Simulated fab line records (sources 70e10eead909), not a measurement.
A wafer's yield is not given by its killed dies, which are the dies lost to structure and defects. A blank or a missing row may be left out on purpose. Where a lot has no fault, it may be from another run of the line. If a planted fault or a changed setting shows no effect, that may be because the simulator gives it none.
Which of the tools did it? + flow nand harc + 36 wafers from 12 lots sampled at 5 of the route's 1159 steps

WHAT EACH GAUGE READ, for each wafer
NHARC_THIN_TSV_CD_MEAS_12: target cd 1000 nm. Usual: cd nm reads 999.4 nm (standard deviation 1.8).
| lot  | measured     | on        | cd nm (nm)           | flag |
|------|--------------|-----------|----------------------|------|
| L997 | day 19 08:07 | cd sem-02 | 999.2 1001.8 1002.9  |      |
| L996 | day 19 13:05 | cd sem-02 | 996.2 1000.8 999.8   |      |
| L995 | day 19 09:40 | cd sem-01 | 996.4 1000.1 999.1   |      |
| L998 | day 20 04:55 | cd sem-02 | 1001.0 1000.4 1002.4 |      |
| L103 | day 21 03:03 | cd sem-02 | 1002.8 999.3         |      |
| L109 | day 21 14:10 | cd sem-01 | 999.0 1000.5 999.0   |      |
| L111 | day 23 05:17 | cd sem-02 | 998.1 997.1 999.3    |      |
| L114 | day 23 11:12 | cd sem-02 | 998.0 997.8 998.3    |      |
| L115 | day 23 12:26 | cd sem-02 | 997.9 1000.9 997.1   |      |
| L113 | day 23 13:29 | cd sem-02 | 1000.2 996.9 1000.8  |      |
| L117 | day 24 07:28 | cd sem-01 | 1000.0 998.7 1003.5  |      |
| L118 | day 24 13:27 | cd sem-03 | 1000.5 999.1 1000.9  |      |

NHARC_END_SORT_01. Usual: killed at array 28, standard deviation 11; killed at other 0.5, standard deviation 0.85; killed at periphery 2.7, standard deviation 1.9; killed dies 32, standard deviation 12; killed open 3.3, standard deviation 1.6; killed short 2.1, standard deviation 1.5.
| lot  | measured     | on        | killed at array | killed at other | killed at periphery | killed dies | killed open | killed short | flag |
|------|--------------|-----------|-----------------|-----------------|---------------------|-------------|-------------|--------------|------|
| L103 | day 21 18:26 | prober-01 | 35 35 647       | 1 0 2           | 1 3 0               | 37 38 649   | 0 4 2       | 3 2 0        | OFF  |

WHAT TOOL EACH LOT RAN ON (gives the tool, then ch and the chambers of the sampled wafers, and finally the start)
| lot  | NHARC_A_CONTACT_DEP_84        | NHARC_THIN_TSV_CMP_01         | NHARC_THIN_TSV_PRE_CLEAN_54  |
|------|-------------------------------|-------------------------------|------------------------------|
| L997 | acl dep-01 ch 0, day 16 21:16 | cmp-02 ch 0,1, day 19 06:47   | pvd sputter-01, day 19 13:14 |
| L996 | acl dep-03 ch 0, day 16 21:20 | cmp-03 ch 0,1, day 19 11:33   | pvd sputter-01, day 19 17:56 |
| L995 | acl dep-01 ch 0, day 17 06:24 | cmp-01 ch 0,1,3, day 19 08:21 | pvd sputter-02, day 19 14:32 |
| L998 | acl dep-03 ch 0, day 18 11:56 | cmp-02 ch 0,2,3, day 20 03:41 | pvd sputter-02, day 20 10:14 |
| L103 | acl dep-02 ch 0, day 19 09:12 | cmp-01 ch 0,1, day 21 01:47   | pvd sputter-02, day 21 07:59 |
| L109 | acl dep-01 ch 0, day 19 22:12 | cmp-03 ch 1,2,3, day 21 12:52 | pvd sputter-01, day 21 18:59 |
| L111 | acl dep-01 ch 0, day 20 20:10 | cmp-03 ch 0,1,3, day 23 03:58 | pvd sputter-03, day 23 10:29 |
| L114 | acl dep-03 ch 0, day 21 17:59 | cmp-02 ch 0,1, day 23 09:53   | pvd sputter-03, day 23 16:53 |
| L115 | acl dep-03 ch 0, day 21 20:44 | cmp-03 ch 0,2,3, day 23 11:08 | pvd sputter-01, day 23 19:23 |
| L113 | acl dep-01 ch 0, day 21 21:44 | cmp-01 ch 0,1,2, day 23 12:17 | pvd sputter-03, day 23 20:03 |
| L117 | acl dep-03 ch 0, day 22 11:34 | cmp-03 ch 1,2,3, day 24 06:16 | pvd sputter-03, day 24 12:45 |
| L118 | acl dep-03 ch 0, day 23 01:40 | cmp-01 ch 1,2,3, day 24 12:17 | pvd sputter-03, day 24 18:55 |
- NHARC_A_CONTACT_DEP_84: deposits aC, target thk 2000 nm.
- NHARC_THIN_TSV_CMP_01: polishes.
- NHARC_THIN_TSV_PRE_CLEAN_54: time 30 s.

WHAT THE TOOLS THEMSELVES READ (means of the sampled wafers that have a number; where no wafer has one, the mark that the record gives instead)
NHARC_A_CONTACT_DEP_84. Usual: throttle valve pct reads 35.001 % (standard deviation 0.0083).
| lot  | tool       | throttle valve pct (%) | flag |
|------|------------|------------------------|------|
| L997 | acl dep-01 | 35.004                 |      |
| L996 | acl dep-03 | 35.007                 |      |
| L995 | acl dep-01 | 35.002                 |      |
| L998 | acl dep-03 | 35.001                 |      |
| L103 | acl dep-02 | 35.008                 |      |
| L109 | acl dep-01 | 34.995                 |      |
| L111 | acl dep-01 | 34.995                 |      |
| L114 | acl dep-03 | 35.008                 |      |
| L115 | acl dep-03 | 35.001                 |      |
| L113 | acl dep-01 | 35.002                 |      |
| L117 | acl dep-03 | 35.004                 |      |
| L118 | acl dep-03 | 35.003                 |      |

NHARC_THIN_TSV_CMP_01. Usual: motor current A 12.0 A, standard deviation 0.95; slurry flow ml min 150.0, standard deviation 0.52.
| lot  | tool   | motor current A (A) | slurry flow ml min | flag |
|------|--------|---------------------|--------------------|------|
| L997 | cmp-02 | 11.2                | 149.9              |      |
| L996 | cmp-03 | 12.9                | 150.1              |      |
| L995 | cmp-01 | 12.4                | 149.5              |      |
| L998 | cmp-02 | 11.1                | 149.9              |      |
| L103 | cmp-01 | 12.6                | 149.2              |      |
| L109 | cmp-03 | 11.9                | 149.6              |      |
| L111 | cmp-03 | 11.9                | 149.6              |      |
| L114 | cmp-02 | 10.8                | 150.0              |      |
| L115 | cmp-03 | 11.8                | 149.3              |      |
| L113 | cmp-01 | 12.2                | 149.8              |      |
| L117 | cmp-03 | 11.9                | 149.5              |      |
| L118 | cmp-01 | 11.7                | 150.2              |      |

NHARC_THIN_TSV_PRE_CLEAN_54. Usual: heater power w reads 407 W (standard deviation 38).
| lot  | tool           | heater power w (W) | flag |
|------|----------------|--------------------|------|
| L997 | pvd sputter-01 | 430                |      |
| L996 | pvd sputter-01 | 440                |      |
| L995 | pvd sputter-02 | 344                |      |
| L998 | pvd sputter-02 | 355                |      |
| L103 | pvd sputter-02 | 362                |      |
| L109 | pvd sputter-01 | 426                |      |
| L111 | pvd sputter-03 | 384                |      |
| L114 | pvd sputter-03 | 383                |      |
| L115 | pvd sputter-01 | 420                |      |
| L113 | pvd sputter-03 | 393                |      |
| L117 | pvd sputter-03 | 391                |      |
| L118 | pvd sputter-03 | 388                |      |

THE ANSWER, worked out from the rows above alone
Rule: a lot is off if the mean of its wafers that have a number lies more than 3 standard deviations from the usual mean. Also off: a lot with no number at a reading for which 4 or more lots have one. All remaining lots with rows at the step are treated as sound. First the gauges in route order, then the tools' own readings, where a lot's mean is used as printed above. At the first step where some lot is off, the reading lying furthest off is the one used; lots without a number count as furthest.
Off, at NHARC_END_SORT_01 on killed at array: L103. Neither off nor sound, because the step has no rows for them: L997, L996, L995, L998, L109, L111, L114, L115, L113, L117, L118.
A tool fits if, at a process step before that reading, it ran every lot that is off, and no sound lot after the first of them. The gauges at NHARC_END_SORT_01 are tried like those tools. Can't be told from this: 4 tools fit, acl dep-02 at NHARC_A_CONTACT_DEP_84, cmp-01 at NHARC_THIN_TSV_CMP_01, pvd sputter-02 at NHARC_THIN_TSV_PRE_CLEAN_54, prober-01 at NHARC_END_SORT_01.

WHAT WAS PUT IN BY THE SIMULATOR
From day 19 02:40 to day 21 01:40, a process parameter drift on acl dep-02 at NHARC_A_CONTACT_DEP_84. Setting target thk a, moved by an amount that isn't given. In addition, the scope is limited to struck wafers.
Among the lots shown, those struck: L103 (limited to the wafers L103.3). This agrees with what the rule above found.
